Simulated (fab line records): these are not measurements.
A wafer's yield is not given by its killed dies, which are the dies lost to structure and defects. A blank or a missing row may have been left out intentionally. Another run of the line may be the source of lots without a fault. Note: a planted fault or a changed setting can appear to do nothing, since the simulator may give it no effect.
fab line records    flow nand-harc
[record] lots = 14  wafers = 42  last-day = 34
route steps=1302 shown A_DECK1_JOINT@528 A_ONON_D2@550 END@1302
lots that met no fault: from a run of the same line without faults
start-h: the number of hours between the record's first day and the start of the first shown wafer of the lot    wait-h: how many hours have passed since the lot's step before this one    " unchanged from the row above    L1.1+2: one row covering several wafers at once    - value missing, or start not given    * or withheld: withheld    < > ~ a bound
route shown NAME@n: names a module that has steps shown in the file, with the first one's number in the route    usual: the fault-free wafers' mean and standard deviation    same: alike in all rows    chamber/n: place in a boat    sites: the reading at each site    _std_site: the values' standard deviation    _edge_site: the outer-site mean with the inner-site mean subtracted    radius-mm: for every site, how far away it sits from the centre of the wafer    mask NAME#n: copy n    behind: the last tool/chamber to shape the wafer    hold: cause of the lot's hold/its duration in hours/its outcome    device: the n, p or np transistor that did not switch    end of line: the route-end tests of the same wafers    where a step has no rows: the recipe by itself    killed: at the first sort, the dies lost to defects and structure; wafer yield is something else    map: shows each die of a wafer: x if killed, . if not, _ if none is there
set.NAME: the setting the step ran with; set.NAME@STEP: the setting that earlier step ran with    model.NAME: the simulator's own value behind a step, which no gauge read
one table for each step of the route and one row for each wafer, over a sample of lots
services: when a tool's chamber went out of use (start-h, in hours from the record's first day, below 0 if earlier), for how many hours, and the reason
[[steps]]
[step NHARC_A_DECK1_JOINT_THK_MEAS_14]
[recipe] thk-meas-gauge = ellipsometry
[usual] thk-nm = 51.1/1.6
lot.wafer  tool           chamber  start-h  wait-h  thk-nm
L917.4     film-metro-01  -        258.90   0.2     51.7
L917.5     "              -        "        "       52.9
L917.6     "              -        "        "       51.9
L918.3     film-metro-02  -        266.37   0.2     53.1
L918.4     "              -        "        "       51.4
L918.6     "              -        "        "       50.9
L920.4     film-metro-01  -        291.42   0.2     51.5
L920.5     "              -        "        "       50.4
L920.6     "              -        "        "       54.2
L922.3     film-metro-02  -        309.15   0.2     52.1
L922.4     "              -        "        "       52.5
L922.6     "              -        "        "       51.4
L923.2     film-metro-01  -        323.60   0.2     52.2
L923.3     "              -        "        "       51.6
L923.6     "              -        "        "       53.8
L924.1     film-metro-01  -        338.64   0.2     51.1
L924.3     "              -        "        "       52.0
L924.5     "              -        "        "       51.8
L930.3     film-metro-01  -        388.70   0.2     49.3
L930.5     "              -        "        "       50.0
L930.6     "              -        "        "       51.2
L932.1     film-metro-01  -        413.73   0.2     51.9
L932.2     "              -        "        "       49.7
L932.5     "              -        "        "       49.2
L935.1     film-metro-01  -        435.73   0.2     51.1
L935.4     "              -        "        "       53.3
L935.6     "              -        "        "       51.5
L934.1     film-metro-02  -        435.74   0.2     52.7
L934.2     "              -        "        "       48.3
L934.3     "              -        "        "       47.2
L936.3     film-metro-01  -        447.06   0.2     49.9
L936.4     "              -        "        "       50.1
L936.5     "              -        "        "       53.6
L937.2     film-metro-02  -        462.65   0.2     49.3
L937.4     "              -        "        "       54.2
L937.6     "              -        "        "       53.3
L938.2     film-metro-02  -        471.51   0.2     52.5
L938.4     "              -        "        "       50.2
L938.6     "              -        "        "       51.0
L939.4     film-metro-01  -        471.52   0.2     50.6
L939.5     "              -        "        "       50.5
L939.6     "              -        "        "       50.3
[step NHARC_A_ONON_D2_THK_MEAS_08]
[recipe] thk-meas-gauge = ellipsometry
[usual] thk-nm = 997/9.9
lot.wafer  tool           chamber  start-h  wait-h  thk-nm
L917.4     film-metro-01  -        287.79   -       1019
L917.5     "              -        "        "       1020
L917.6     "              -        "        "       1020
L918.3     film-metro-01  -        292.00   -       1001
L918.4     "              -        "        "       1000
L918.6     "              -        "        "       1001
L920.4     film-metro-01  -        320.33   -       1010
L920.5     "              -        "        "       1009
L920.6     "              -        "        "       1008
L922.3     film-metro-01  -        339.76   -       990
L922.4     "              -        "        "       991
L922.6     "              -        "        "       987
L923.2     film-metro-02  -        347.69   -       1004
L923.3     "              -        "        "       1005
L923.6     "              -        "        "       1004
L924.1     film-metro-02  -        370.71   -       997
L924.3     "              -        "        "       998
L924.5     "              -        "        "       994
L930.3     film-metro-01  -        421.47   -       998
L930.5     "              -        "        "       999
L930.6     "              -        "        "       997
L932.1     film-metro-02  -        437.08   -       981
L932.2     "              -        "        "       979
L932.5     "              -        "        "       981
L935.1     film-metro-01  -        461.69   -       1006
L935.4     "              -        "        "       1008
L935.6     "              -        "        "       1006
L934.1     film-metro-02  -        461.90   -       997
L934.2     "              -        "        "       995
L934.3     "              -        "        "       997
L936.3     film-metro-01  -        476.46   -       995
L936.4     "              -        "        "       995
L936.5     "              -        "        "       994
L937.2     film-metro-02  -        491.29   -       989
L937.4     "              -        "        "       988
L937.6     "              -        "        "       990
L939.4     film-metro-02  -        502.17   -       985
L939.5     "              -        "        "       986
L939.6     "              -        "        "       989
L938.2     film-metro-02  -        502.38   -       991
L938.4     "              -        "        "       990
L938.6     "              -        "        "       990
[step NHARC_A_ONON_D2_DEP_09]
[recipe] target-thk-a = 10000  n2-flow-sccm = 2750  n2o-flow-sccm = 2000  nh3-flow-sccm = 500  sih4-flow-sccm = 210  temp-c = 400
[usual] n2-flow-sccm = 2751/8  susceptor-temp-C = 399.94/0.21
lot.wafer  tool           chamber  start-h  wait-h  n2-flow-sccm  susceptor-temp-C
L917.4     pecvd-onon-04  0        288.01   0.2     2749          399.89
L917.5     "              0        "        "       2741          399.76
L917.6     "              0        "        "       2748          400.00
L918.3     pecvd-onon-02  0        292.17   0.2     2755          399.63
L918.4     "              0        "        "       2741          399.95
L918.6     "              0        "        "       2758          399.86
L920.4     pecvd-onon-01  0        320.56   0.2     2756          400.34
L920.5     "              0        "        "       2756          399.93
L920.6     "              0        "        "       2758          400.09
L922.3     pecvd-onon-01  0        339.94   0.2     2746          400.25
L922.4     "              0        "        "       2757          399.92
L922.6     "              0        "        "       2744          400.21
L923.2     pecvd-onon-02  0        347.80   0.1     2745          399.88
L923.3     "              0        "        "       2754          400.15
L923.6     "              0        "        "       2750          399.84
L924.1     pecvd-onon-01  0        370.77   0.1     2754          400.09
L924.3     "              0        "        "       2740          400.00
L924.5     "              0        "        "       2758          399.99
L930.3     pecvd-onon-04  0        421.64   0.2     2731          399.67
L930.5     "              0        "        "       2738          399.81
L930.6     "              0        "        "       2735          399.88
L932.1     pecvd-onon-01  0        437.14   0.1     2745          399.90
L932.2     "              0        "        "       2753          400.03
L932.5     "              0        "        "       2753          400.08
L935.1     pecvd-onon-04  0        461.75   0.1     2750          399.88
L935.4     "              0        "        "       2735          400.29
L935.6     "              0        "        "       2745          399.90
L934.1     pecvd-onon-04  0        462.09   0.2     2742          399.89
L934.2     "              0        "        "       2740          399.86
L934.3     "              0        "        "       2748          399.73
L936.3     pecvd-onon-02  0        476.63   0.2     2758          400.05
L936.4     "              0        "        "       2751          399.94
L936.5     "              0        "        "       2749          400.07
L937.2     pecvd-onon-02  0        491.40   0.1     2757          400.00
L937.4     "              0        "        "       2754          399.33
L937.6     "              0        "        "       2753          399.65
L939.4     pecvd-onon-02  0        502.40   0.2     2759          399.79
L939.5     "              0        "        "       2755          399.74
L939.6     "              0        "        "       2761          399.92
L938.2     pecvd-onon-01  0        502.49   0.1     2774          400.13
L938.4     "              0        "        "       2761          399.86
L938.6     "              0        "        "       2763          400.16
[step NHARC_A_ONON_D2_THK_MEAS_11]
[recipe] thk-meas-gauge = ellipsometry
[usual] thk-nm = 1001/11
lot.wafer  tool           chamber  start-h  wait-h  thk-nm
L917.4     film-metro-01  -        288.35   -       1020
L917.5     "              -        "        "       1019
L917.6     "              -        "        "       1018
L918.3     film-metro-01  -        292.56   -       997
L918.4     "              -        "        "       997
L918.6     "              -        "        "       996
L920.4     film-metro-02  -        320.90   -       990
L920.5     "              -        "        "       990
L920.6     "              -        "        "       989
L922.3     film-metro-01  -        340.34   -       1394
L922.4     "              -        "        "       1392
L922.6     "              -        "        "       1393
L923.2     film-metro-02  -        348.25   -       995
L923.3     "              -        "        "       997
L923.6     "              -        "        "       997
L924.1     film-metro-01  -        371.28   -       1392
L924.3     "              -        "        "       1392
L924.5     "              -        "        "       1394
L930.3     film-metro-01  -        422.03   -       978
L930.5     "              -        "        "       979
L930.6     "              -        "        "       978
L932.1     film-metro-01  -        437.65   -       1013
L932.2     "              -        "        "       1012
L932.5     "              -        "        "       1012
L935.1     film-metro-01  -        462.25   -       1009
L935.4     "              -        "        "       1009
L935.6     "              -        "        "       1008
L934.1     film-metro-02  -        462.60   -       1001
L934.2     "              -        "        "       1000
L934.3     "              -        "        "       1002
L936.3     film-metro-01  -        477.02   -       1026
L936.4     "              -        "        "       1026
L936.5     "              -        "        "       1028
L937.2     film-metro-02  -        491.85   -       1006
L937.4     "              -        "        "       1008
L937.6     "              -        "        "       1005
L939.4     film-metro-02  -        502.74   -       989
L939.5     "              -        "        "       989
L939.6     "              -        "        "       991
L938.2     film-metro-02  -        502.94   -       993
L938.4     "              -        "        "       994
L938.6     "              -        "        "       993
[step NHARC_END_SORT_01]
[recipe] temp-c = 25
[usual] killed-at-array = 56/19  killed-at-other = 0.8/1.1  killed-at-periphery = 3.4/2.5  killed-dies = 60/19  killed-open = 2.9/1.7  killed-short = 2.4/1.6
[same] gross-dies = 677
lot.wafer  tool       chamber  start-h  wait-h  killed-at-array  killed-at-other  killed-at-periphery  killed-dies  killed-open  killed-short
L922.3     prober-01  0        640.99   3.1     671              3                3                    677          3            4
L922.4     prober-01  0        641.78   3.4     669              3                5                    677          1            0
L922.6     prober-01  0        643.36   3.9     668              1                8                    677          2            4
L924.1     prober-02  0        649.13   2.5     674              0                3                    677          4            2
L924.3     prober-02  0        650.75   3.1     675              0                2                    677          2            1
L924.5     prober-02  0        652.37   3.7     672              0                5                    677          5            3
// killed by level:class
L922.3 A_ONON_D2:area-dep=624 A_CHANNEL_HOLE_D2:chamber-film-flake=26 A_CONTACT:chamber-film-flake=4 A_CHANNEL_HOLE_D1:chamber-film-flake=3 A_DECK1_JOINT:chamber-film-flake=3 A_WL_FILL:chamber-film-flake=3 THIN_TSV:chamber-film-flake=2 A_ONON_D1:geometric-particle:open=1
L922.4 A_ONON_D2:area-dep=630 A_CHANNEL_HOLE_D2:chamber-film-flake=26 A_CONTACT:chamber-film-flake=6 P_CONTACT:chamber-film-flake=3 THIN_TSV:chamber-film-flake=3 A_CHANNEL_HOLE_D1:chamber-film-flake=2 A_SGD_CUT:chamber-film-flake=2 A_CHANNEL_HOLE_D1:geometric-particle:open=1
L922.6 A_ONON_D2:area-dep=624 A_CHANNEL_HOLE_D2:chamber-film-flake=24 P_CONTACT:chamber-film-flake=5 A_CHANNEL_HOLE_D1:chamber-film-flake=3 A_CONTACT:chamber-film-flake=3 A_WL_FILL:geometric-particle:short=2 A_DECK1_JOINT:chamber-film-flake=2 A_WL_FILL:chamber-film-flake=2
L924.1 A_ONON_D2:area-dep=580 A_SLIT:chamber-film-flake=33 A_CHANNEL_HOLE_D1:chamber-film-flake=29 A_CHANNEL_HOLE_D2:chamber-film-flake=23 P_CONTACT:chamber-film-flake=2 A_DECK1_JOINT:chamber-film-flake=2 P_M0:geometric-particle:open=1 A_ONON_D1:geometric-particle:open=1
L924.3 A_ONON_D2:area-dep=582 A_SLIT:chamber-film-flake=36 A_CHANNEL_HOLE_D1:chamber-film-flake=26 A_CHANNEL_HOLE_D2:chamber-film-flake=22 A_STAIRCASE:chamber-film-flake=3 A_CONTACT:chamber-film-flake=2 P_M0:geometric-particle:open=1 A_DECK1_JOINT:geometric-particle:open=1
L924.5 A_ONON_D2:area-dep=568 A_SLIT:chamber-film-flake=36 A_CHANNEL_HOLE_D1:chamber-film-flake=30 A_CHANNEL_HOLE_D2:chamber-film-flake=27 A_BLC:geometric-particle:open=2 A_CONTACT:chamber-film-flake=2 P_CONTACT:geometric-particle:short=1 P_CONTACT:geometric-particle:open=1
[[services]]
tool           chamber  start-h  hours  kind
pecvd-onon-01  -        269.31   13.0   pm
pecvd-onon-02  -        309.50   1.2    repair
pecvd-onon-04  -        311.06   13.0   pm
pecvd-onon-02  -        366.00   13.0   pm
pecvd-onon-01  -        450.31   13.0   pm
pecvd-onon-04  -        492.25   13.0   pm
[[key]]
[first-sign] step = NHARC_A_ONON_D2_THK_MEAS_11  reading = thk-nm  direction = up  sigmas = 35  usual = 1001  struck = 1393
[effect] step = NHARC_END_SORT_01  reading = killed-at-array  direction = up  sigmas = 33  usual = 56  struck = 672
[more-kills-born-at] NHARC_A_ONON_D2_DEP_09@pecvd-onon-01 = 3608
met-at NHARC_A_ONON_D2_DEP_09
struck-lots L922,L924
later-rows-left-out L922.3,L922.4,L922.6,L924.1,L924.3,L924.5
tester-left-out L922,L924
not-acting-at NHARC_A_DECK1_JOINT_THK_MEAS_14,NHARC_A_ONON_D2_THK_MEAS_08
onset-between 320.56 339.94
[fault] kind = process-parameter-drift  tool = pecvd-onon-01  chamber = -  onset-h = 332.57  steps = NHARC_A_ONON_D2_DEP_09  channel = target-thk-a  offset = *  shape = step  end-h = 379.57  acts-in = *  stated = *
// tester-left-out: of these lots the tester's yield and bins aren't shown, on N5 and GAA mostly nor the transistor test; their killed dies are dies lost to structure and defects alone, not to doping, threshold or leakage, so they don't give the yield
// later-rows-left-out: the simulator's readings of these wafers behind a module that went badly wrong aren't trusted and aren't shown, but for the sort
